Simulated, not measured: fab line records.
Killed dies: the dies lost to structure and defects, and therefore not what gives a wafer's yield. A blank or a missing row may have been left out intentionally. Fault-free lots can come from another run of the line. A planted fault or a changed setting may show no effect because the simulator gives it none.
Struck lot and sound lot, side by side    flow n5_finfet    18 steps out of a route of 1938
Sound: these wafers, L360.4, L360.5, L360.6. Struck: wafer L361.6; the same lot's L361.5 was not struck, so it is left out; see the end for the cause.
Per side, at each step with rows, come the tool, then ch with its chambers, and then its first start. Under that, the readings that differ: sound wafers    struck wafers    difference of the means    sigmas: that difference in standard deviations of wafers without a fault.
alike: a reading whose means differ by less than 2 such deviations, as well as words and numbers matching on both sides. not compared: withheld readings; readings where some wafer has no value; bounds like >300 that might hide an equal value; numbers whose values overlap and for which the record gives no deviation.
A row with sigmas, a row that says differs or no value, or rows on one side alone: a step with any of these is where the two part. Numbers that have no deviation but don't overlap get no sigmas and don't part them. A reading missing from all wafers of one side parts the sides only when that side holds two or more wafers.

N5_BEOL_M11_THK_MEAS_53: measures by xrf.
  struck on film_metro-02, day 16 00:59; sound on film_metro-02, day 15 17:07
  alike: M11_THK
then, 1 step without rows for these wafers: N5_BEOL_M11_PRE_CLEAN_55 (time 15 s).
N5_BEOL_M11_DEP_56: deposits SiCN from 3MS/NH3, target thk 30 nm, time 10.5 s.
  sound on pecvd-02 ch 0,1, day 15 17:12; struck on pecvd-02 ch 2, day 16 01:04
reading                 sound           struck  difference  sigmas
throttle_valve_pct (%)  18.3 17.9 18.4  16.6    -1.6        -2
  alike: showerhead_plenum_p_Torr
N5_BEOL_M11_RS_MEAS_57: the measuring method here is four-point-probe.
  struck on film_metro-02, day 16 01:07; sound on film_metro-01, day 15 17:16
  alike: M11_RS
N5_BEOL_M11_INSPECT_58: inspects for defects (darkfield).
  struck on defect_inspect-01, day 16 01:09; sound on defect_inspect-01, day 15 17:17
  alike: raw_defect_count
N5_BEOL_M12_ILD_DEP_00: deposits SiOC from DEMS/O2, target thk 658.92 nm, time 130.7 s.
  sound on pecvd-03 ch 1,2, day 15 17:22; struck on pecvd-03 ch 1, day 16 01:17
  alike: heater_power_w, showerhead_plenum_p_Torr, susceptor_temp_C, throttle_valve_pct
N5_BEOL_M12_THK_MEAS_01:
  struck on film_metro-01, day 16 01:22; sound on film_metro-02, day 15 17:31
  alike: M12_ILD_THK
then, 5 steps without rows for these wafers: N5_BEOL_M12_COAT_58 (time 60 s, resist thk 89 nm); N5_BEOL_M12_COAT_04 (resist thk 400 nm); N5_BEOL_M12_EBR_06; N5_BEOL_M12_SOFTBAKE_05 (time 60 s); N5_BEOL_M12_EXPOSE_07 (exposes mask V11).
N5_BEOL_M12_PEB_08: peb time 90 s.
  sound on litho_track-05 ch 0, day 15 17:41; struck on litho_track-02 ch 0, day 16 01:33
reading                   sound              struck  difference  sigmas
heater_power_total_W (W)  172.3 172.2 172.6  223.5   +51.1       +75
then, 2 steps without rows for these wafers: N5_BEOL_M12_DEVELOP_09 (develop time 45 s); N5_BEOL_M12_HARDBAKE_14 (time 120 s).
N5_BEOL_M12_CD_MEAS_10 targets a cd of 140 nm.
  sound on cd_sem-02 ch 0, day 15 17:49; struck on cd_sem-02 ch 0, day 16 01:40
reading     sound              struck  difference  sigmas
cd_nm (nm)  136.7 136.0 138.4  127.3   -9.7        -4
N5_BEOL_M12_OVL_MEAS_11:
  sound on overlay-01 ch 0, day 15 17:51; struck on overlay-02 ch 0, day 16 01:42
  alike: V11_OVL
N5_PASSIVATION_PROBE_49:
  struck on prober-01, day 17 16:36; sound on prober-01, day 17 06:20
reading               sound    struck  difference  sigmas
killed_at_contacts    13 24 5  32      +18         +2
sort_bin_8_speed (%)  0 0 0    0.17    +0.17       +6
  alike: defect_limited_yield, killed_at_M0_to_M3, killed_at_M4_up, killed_at_front_end, killed_at_other, killed_dies, killed_open, killed_short, sort_bin_5_function, sort_bin_6_memory, sort_n_pass

## WHERE THEY PART
First at N5_BEOL_M11_DEP_56; last, within this record, at N5_PASSIVATION_PROBE_49.

WHY: what the simulator had put in
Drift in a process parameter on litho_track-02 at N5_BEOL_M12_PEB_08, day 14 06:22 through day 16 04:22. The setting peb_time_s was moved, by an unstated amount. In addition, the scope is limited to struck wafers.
